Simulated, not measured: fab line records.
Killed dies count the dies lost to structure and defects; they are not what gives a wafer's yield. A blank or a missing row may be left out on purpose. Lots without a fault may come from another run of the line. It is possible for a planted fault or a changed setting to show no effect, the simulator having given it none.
fab line records | flow nand-harc
record: lots: 6 wafers: 18 last-day: 33
route steps=1302 shown A_STAIRCASE@700
lots with no fault: from the same line, run without faults
start-h: the number of hours between the record's first day and the start of the first shown wafer of the lot | wait-h: how many hours have passed since the lot's step before this one | " repeats the value in the row above | L1.1+2: a single row standing in for several wafers | - either no value or no given start | * or withheld: withheld | < > ~ a bound
route shown NAME@n: a module of which the file shows steps, and the number in the route of the first | usual: mean/standard deviation taken from wafers without a fault | same: alike in all rows | chamber/n: place in a boat | sites: each site's reading | _std_site: their standard deviation | _edge_site: inner sites' mean taken away from outer sites' mean | radius-mm: for every site, how far away it sits from the centre of the wafer | mask NAME#n: copy n | behind: the most recent tool/chamber to have shaped the wafer | hold: why the lot went on hold/how many hours it stayed there/how the hold came to an end | device: which transistor (n, p or np) failed to switch | end of line: tests of these same wafers at the route's end | a step without rows: its recipe alone | killed: dies that structure and defects cost at the first sort, which is not the same as the wafer's yield | map: the dies of a wafer, with x for killed, . for not killed, _ for no die there
set.NAME: the run value of the setting; set.NAME@STEP: its run value at that earlier step | model.NAME: the simulator's own value behind a step, which no gauge read
a table for each step, a row for each wafer; lots at some steps of the route
services: a tool's chamber out of use, with start hour (start-h, from the record's first day; less than 0 if before it), hours out, and reason
== steps ==
step: NHARC_A_STAIRCASE_DESCUM_186
recipe: time-s: 3 o2-flow-sccm: 200 ar-flow-sccm: 0 bias-power-w: 0 chemistry: O2
step: NHARC_A_STAIRCASE_TRIM_187
recipe: time-s: 211.2 o2-flow-sccm: 500 ar-flow-sccm: 0 bias-w: 0 chemistry: O2
step: NHARC_A_STAIRCASE_ETCH_188
recipe: target-depth-a: 1000 time-s: 40.5 ion-energy-ev: 400 c4f8-flow-sccm: 20 o2-flow-sccm: 10 ar-flow-sccm: withheld rf-w: 600 bias-w: 1000 chemistry: C4F8/O2
step: NHARC_A_STAIRCASE_TRIM_189
recipe: time-s: 211.2 o2-flow-sccm: 500 ar-flow-sccm: 0 bias-w: 0 chemistry: O2
step: NHARC_A_STAIRCASE_ETCH_190
recipe: target-depth-a: 1000 time-s: 40.5 ion-energy-ev: 400 c4f8-flow-sccm: 20 o2-flow-sccm: 10 ar-flow-sccm: withheld rf-w: 600 bias-w: 1000 chemistry: C4F8/O2
usual: oes-product-au: 0.942/0.0097 rf-vpp-V: 896/7.4
columns lot.wafer tool chamber start-h wait-h oes-product-au rf-hours-counter-h rf-vpp-V
L698.4 rie-diel-03 0 - - 0.947 30 892
L698.2 " 1 " " 0.953 33 889
L698.1 " 2 " " 0.943 23 904
L702.2 rie-diel-05 0 - - 0.929 9 906
L702.3 " 1 " " 0.941 7 898
L702.5 " 0 " " 0.927 - 905
L709.2 rie-diel-03 2 - - 0.944 9 904
L709.1 " 0 " " 0.944 11 892
L709.6 " 2 " " 0.939 - 903
L712.4 rie-diel-03 2 - - 0.957 17 902
L712.3 " 0 " " 0.951 22 891
L712.2 " 1 " " 0.975 18 889
L715.4 rie-diel-04 3 - - 0.942 5 886
L715.3 " 0 " " 0.942 2 906
L715.5 " 3 " " 0.944 - 887
L717.2 rie-diel-05 1 - - 0.943 53 896
L717.6 " 0 " " 0.947 - 905
L717.5 " 1 " " 0.944 - 898
step: NHARC_A_STAIRCASE_TRIM_191
recipe: time-s: 211.2 o2-flow-sccm: 500 ar-flow-sccm: 0 bias-w: 0 chemistry: O2
usual: drypump-motor-current-A: 5.7/0.43 oes-product-au: 1.002/0.0075 rf-vpp-V: 57.8/0.78 run-length-s: 232.5/0.39 showerhead-plenum-p-Torr: 3.54/0.2 throttle-valve-pct: 17.036/0.0096
columns lot.wafer tool chamber start-h wait-h drypump-motor-current-A oes-product-au rf-hours-counter-h rf-vpp-V run-length-s showerhead-plenum-p-Torr throttle-valve-pct
L698.2 rie-diel-03 1 - - 5.9 1.008 33 56.9 232.9 3.37 17.044
L698.4 " 2 " " 5.0 1.011 23 58.7 232.3 3.74 17.021
L698.1 " 0 " " 5.2 1.003 30 56.5 232.5 3.41 17.034
L702.3 rie-diel-05 1 - - 5.4 1.017 8 57.8 232.6 3.59 17.021
L702.2 " 3 " " 5.2 1.003 8 58.5 232.2 3.74 17.051
L702.5 " 0 " " 6.3 1.002 - 58.4 232.1 3.80 17.041
L709.1 rie-diel-03 3 - - 6.1 1.010 11 57.8 232.4 3.80 17.044
L709.2 " 1 " " 5.9 1.005 9 56.8 232.5 3.35 17.038
L709.6 " 2 " " 5.0 1.000 - 58.8 232.5 3.72 17.036
L712.4 rie-diel-03 2 - - 5.0 1.007 17 57.9 232.4 3.71 17.055
L712.2 " 0 " " 5.2 1.012 22 59.0 232.9 3.39 17.028
L712.3 " 1 " " 5.9 1.002 18 57.6 232.6 3.35 17.041
L715.3 rie-diel-04 2 - - 5.6 1.005 3 56.9 232.4 3.31 17.032
L715.4 " 0 " " 6.0 1.000 3 58.2 232.8 3.77 17.050
L715.5 " 1 " " 5.9 0.995 - 56.9 232.2 3.48 17.017
L717.2 rie-diel-05 1 - - 5.4 1.014 54 59.6 232.7 3.57 17.047
L717.5 " 3 " " 5.2 0.994 - 57.2 232.0 3.71 17.033
L717.6 " 0 " " 6.3 0.997 - 57.6 231.6 3.78 17.041
step: NHARC_A_STAIRCASE_ETCH_192
recipe: target-depth-a: 1000 time-s: 40.5 ion-energy-ev: 400 c4f8-flow-sccm: 20 o2-flow-sccm: 10 ar-flow-sccm: withheld rf-w: 600 bias-w: 1000 chemistry: C4F8/O2
usual: oes-product-au: 0.944/0.0095 rf-vpp-V: 896/7.4
columns lot.wafer tool chamber start-h wait-h oes-product-au rf-hours-counter-h rf-vpp-V
L698.1 rie-diel-03 3 - - 0.957 32 887
L698.4 " 0 " " 0.962 30 891
L698.2 " 1 " " 0.951 33 891
L702.2 rie-diel-05 3 - - 0.936 8 903
L702.3 " 1 " " 0.949 8 898
L702.5 " 3 " " 0.938 - 904
L709.1 rie-diel-03 1 - - 0.955 9 888
L709.2 " 2 " " 0.941 9 903
L709.6 " 0 " " 0.948 - 891
L712.3 rie-diel-03 1 - - 0.964 18 889
L712.4 " 3 " " 0.942 21 905
L712.2 " 0 " " 0.943 22 891
L715.3 rie-diel-04 2 - - 0.934 3 888
L715.4 " 0 " " 0.937 3 906
L715.5 " 1 " " 0.935 - 895
L717.2 rie-diel-05 0 - - 0.947 56 904
L717.5 " 0 " " 0.946 - 905
L717.6 " 1 " " 0.948 - 897
step: NHARC_A_STAIRCASE_TRIM_193
recipe: time-s: 211.2 o2-flow-sccm: 500 ar-flow-sccm: 0 bias-w: 0 chemistry: O2
step: NHARC_A_STAIRCASE_ETCH_194
recipe: target-depth-a: 1000 time-s: 40.5 ion-energy-ev: 400 c4f8-flow-sccm: 20 o2-flow-sccm: 10 ar-flow-sccm: withheld rf-w: 600 bias-w: 1000 chemistry: C4F8/O2
usual: oes-product-au: 0.945/0.0092 rf-vpp-V: 895/7.4
columns lot.wafer tool chamber start-h wait-h oes-product-au rf-hours-counter-h rf-vpp-V
L698.4 rie-diel-03 1 - - 0.926 34 890
L698.2 " 2 " " 0.947 23 904
L698.1 " 3 " " 0.965 33 887
L702.2 rie-diel-05 0 - - 0.937 9 906
L702.3 " 1 " " 0.937 8 896
L702.5 " 0 " " 0.933 - 906
L709.1 rie-diel-03 1 - - 0.939 9 889
L709.2 " 2 " " 0.938 9 904
L709.6 " 3 " " 0.957 - 906
L712.4 rie-diel-03 0 - - 0.930 22 891
L712.3 " 1 " " 0.938 18 889
L712.2 " 2 " " 0.950 17 903
L715.3 rie-diel-04 1 - - 0.947 5 894
L715.4 " 2 " " 0.945 3 889
L715.5 " 0 " " 0.943 - 903
L717.2 rie-diel-05 2 - - 0.943 55 887
L717.6 " 1 " " 0.957 - 897
L717.5 " 2 " " 0.947 - 885
step: NHARC_A_STAIRCASE_TRIM_196
recipe: time-s: 211.2 o2-flow-sccm: 500 ar-flow-sccm: 0 bias-w: 0 chemistry: O2
step: NHARC_A_STAIRCASE_ETCH_197
recipe: target-depth-a: 1000 time-s: 40.5 ion-energy-ev: 400 c4f8-flow-sccm: 20 o2-flow-sccm: 10 ar-flow-sccm: withheld rf-w: 600 bias-w: 1000 chemistry: C4F8/O2
usual: oes-product-au: 0.954/0.015 rf-vpp-V: 895/7.2
columns lot.wafer tool chamber start-h wait-h oes-product-au rf-hours-counter-h rf-vpp-V
L698.4 rie-diel-03 2 - - 0.946 23 904
L698.2 " 0 " " 0.953 30 891
L698.1 " 1 " " 0.948 34 890
L702.2 rie-diel-05 2 - - 0.926 7 886
L702.3 " 3 " " 0.939 8 904
L702.5 " 1 " " 0.940 - 898
L709.1 rie-diel-05 2 - - 0.962 25 885
L709.2 " 0 " " 0.965 27 905
L709.6 " 1 " " 0.964 - 898
L712.2 rie-diel-05 0 - - 0.959 33 905
L712.3 " 1 " " 0.979 31 898
L712.4 " 3 " " 0.958 37 903
L715.3 rie-diel-04 3 - - 0.942 5 886
L715.4 " 0 " " 0.953 3 903
L715.5 " 1 " " 0.951 - 894
L717.2 rie-diel-03 1 - - 0.985 34 889
L717.5 " 2 " " 0.992 - 902
L717.6 " 3 " " 0.968 - 904
step: NHARC_A_STAIRCASE_TRIM_198
recipe: time-s: 211.2 o2-flow-sccm: 500 ar-flow-sccm: 0 bias-w: 0 chemistry: O2
usual: drypump-motor-current-A: 5.7/0.42 oes-product-au: 1.002/0.0069 rf-vpp-V: 57.7/1 run-length-s: 232.5/0.39 showerhead-plenum-p-Torr: 3.51/0.2 throttle-valve-pct: 17.035/0.0098
columns lot.wafer tool chamber start-h wait-h drypump-motor-current-A oes-product-au rf-hours-counter-h rf-vpp-V run-length-s showerhead-plenum-p-Torr throttle-valve-pct
L698.1 rie-diel-03 3 355.20 - 6.1 1.012 33 57.3 233.1 3.29 17.041
L698.4 " 0 " " 5.2 1.003 30 56.0 232.6 3.41 17.029
L698.2 " 2 " " 5.0 1.000 23 58.7 232.4 3.74 17.030
L702.3 rie-diel-05 3 417.99 - 5.2 0.999 9 59.3 232.0 3.74 17.050
L702.2 " 2 " " 6.1 0.999 7 58.1 233.0 3.29 17.035
L702.5 " 3 " " 5.2 1.004 - 57.8 232.3 3.74 17.036
L709.1 rie-diel-05 1 473.69 - 5.4 1.005 24 57.3 209.6 3.58 17.035
L709.2 " 2 " " 6.2 1.007 25 55.8 210.4 3.28 17.029
L709.6 " 1 " " 5.4 1.004 - 57.3 209.6 3.58 17.043
L712.3 rie-diel-05 1 501.95 - 5.4 1.007 31 58.7 209.5 3.58 17.036
L712.2 " 2 " " 6.1 0.999 32 58.0 210.3 3.28 17.037
L712.4 " 0 " " 6.3 1.006 33 58.5 209.1 3.79 17.051
L715.4 rie-diel-04 1 537.56 - 6.0 0.990 6 57.4 232.1 3.48 17.046
L715.3 " 3 " " 6.1 1.003 5 56.8 232.3 3.29 17.040
L715.5 " 0 " " 6.0 0.993 - 59.0 232.7 3.77 17.027
L717.2 rie-diel-03 3 556.77 - 6.1 1.003 36 58.5 233.2 3.79 17.032
L717.6 " 2 " " 5.0 1.015 - 58.8 232.2 3.71 17.045
L717.5 " 3 " " 6.1 1.012 - 57.4 233.4 3.79 17.027
step: NHARC_A_STAIRCASE_ETCH_199
recipe: target-depth-a: 1000 time-s: 40.5 ion-energy-ev: 400 c4f8-flow-sccm: 20 o2-flow-sccm: 10 ar-flow-sccm: withheld rf-w: 600 bias-w: 1000 chemistry: C4F8/O2
== services ==
columns tool chamber start-h hours kind
rie-diel-04 - 331.16 9.0 pm
rie-diel-03 0 334.78 17.2 repair
rie-diel-03 1 340.13 - clean
rie-diel-03 2 340.13 - clean
rie-diel-03 3 340.13 - clean
rie-diel-03 3 351.10 2.8 repair
rie-diel-05 - 355.45 0.1 repair
rie-diel-03 0 364.63 - clean
rie-diel-03 1 364.63 - clean
rie-diel-03 2 364.63 - clean
rie-diel-03 3 364.63 - clean
rie-diel-05 - 382.63 9.0 pm
rie-diel-03 2 383.24 6.9 repair
rie-diel-03 0 389.20 - clean
rie-diel-03 1 389.20 - clean
rie-diel-03 3 389.20 - clean
rie-diel-03 0 413.75 - clean
rie-diel-03 - 434.37 9.0 pm
rie-diel-05 2 447.62 9.7 repair
rie-diel-04 - 508.16 9.0 pm
rie-diel-04 2 520.78 7.4 repair
rie-diel-05 3 534.63 5.9 repair
rie-diel-04 0 541.99 1.3 repair
rie-diel-04 1 553.16 6.0 repair
== key ==
first-sign: step: NHARC_A_STAIRCASE_TRIM_198 reading: run-length-s direction: down sigmas: 59 usual: * struck: *
effect none on later readings
met-at NHARC_A_STAIRCASE_TRIM_198
struck-wafers L709.1,L709.2,L709.6,L712.2,L712.3,L712.4
tester-left-out L709,L712
onset-between 417.99 473.69
fault: kind: process-parameter-drift tool: rie-diel-05 chamber: - onset-h: 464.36 steps: NHARC_A_STAIRCASE_TRIM_198 channel: time-s offset: * shape: step end-h: 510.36 acts-in: * stated: *
tester-left-out: of these lots the tester's yield and bins aren't shown, on N5 and GAA mostly nor the transistor test; their killed dies are dies lost to structure and defects alone, not to doping, threshold or leakage, so they don't give the yield
